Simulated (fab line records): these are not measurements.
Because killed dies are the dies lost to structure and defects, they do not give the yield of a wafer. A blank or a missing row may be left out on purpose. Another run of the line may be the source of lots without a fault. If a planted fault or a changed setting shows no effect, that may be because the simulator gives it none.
2 desks looking at one fault | flow nand_harc | each desk holds nothing but its own numbers, with what lay behind them at the end

== DESK OF THE TOOL OWNER: litho_track-05 ==
The tool's own readings at NHARC_P_ZERO_WELL_PEB_09 (peb time 80 s): means of the sampled wafers that have a number, for each lot that ran on this tool. Any lot whose mean is over 4 standard deviations away from the usual mean is out of limits and marked OUT; that distance is given in the brackets.
Columns: A = heater_power_total_W at NHARC_P_ZERO_WELL_PEB_09, usual 189.7 W; B = plate_temp_C at NHARC_P_ZERO_WELL_PEB_09, usual 128.01 C
lot  | first seen here | A               | B
L279 | day 2 07:09     | 189.1           | 128.20
L280 | day 2 17:10     | 189.7           | 127.92
L284 | day 4 09:09     | 189.6           | 128.05
L285 | day 4 19:09     | 189.8           | 128.17
L291 | day 7 07:02     | 214.6 (+32) OUT | 128.08
L292 | day 7 17:09     | 214.7 (+32) OUT | 127.90
L294 | day 8 13:10     | 213.9 (+31) OUT | 127.93
L300 | day 11 01:09    | 190.3           | 127.99
L301 | day 11 11:10    | 189.6           | 127.95
This desk's verdict: out of limits on L291, L292, L294, starting with L291 at day 7 07:02 (heater_power_total_W at NHARC_P_ZERO_WELL_PEB_09). L279, L280, L284, L285, L300, L301 stayed within limits.

== METROLOGY DESK ==
What the gauges read, lot by lot, whatever tool the lot ran on: means of the sampled wafers that have a number. Any lot whose mean is over 4 standard deviations away from the usual mean is out of limits and marked OUT; that distance is given in the brackets.
Columns: A = cd_nm at NHARC_P_ZERO_WELL_CD_MEAS_11, usual 499.3 nm
lot  | first seen here | A
L279 | day 2 07:14     | 498.8
L280 | day 2 17:15     | 499.2
L284 | day 4 09:14     | 499.7
L285 | day 4 19:14     | 497.2
L291 | day 7 07:08     | 487.7 (-5.5) OUT
L292 | day 7 17:14     | 487.1 (-5.8) OUT
L294 | day 8 13:14     | 486.6 (-6.1) OUT
L295 | day 8 23:07     | 499.3
L296 | day 9 09:14     | 498.5
L300 | day 11 01:14    | 499.7
L301 | day 11 11:14    | 499.9
This desk's verdict: out of limits on L291, L292, L294, starting with L291 at day 7 07:08 (cd_nm at NHARC_P_ZERO_WELL_CD_MEAS_11). L279, L280, L284, L285, L295, L296, L300, L301 stayed within limits.

== TAKEN TOGETHER ==
At day 7 07:02, on L291, L292, L294, the tool owner's desk was in a position to raise an alarm.
An alarm was possible from the metrology desk at day 7 07:08, on L291, L292, L294.
The lots listed all ran NHARC_P_ZERO_WELL_PEB_09 on litho_track-05.

== WHAT THE SIMULATOR PUT IN ==
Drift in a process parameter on litho_track-05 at NHARC_P_ZERO_WELL_PEB_09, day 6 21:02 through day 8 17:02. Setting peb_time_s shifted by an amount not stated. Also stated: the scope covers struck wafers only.
Shown lots that were struck: L291, L292, L294.
Delay (hours) between the fault's onset and each desk's first out-of-limits reading: 10 at the tool owner's desk, 10 at the metrology desk.
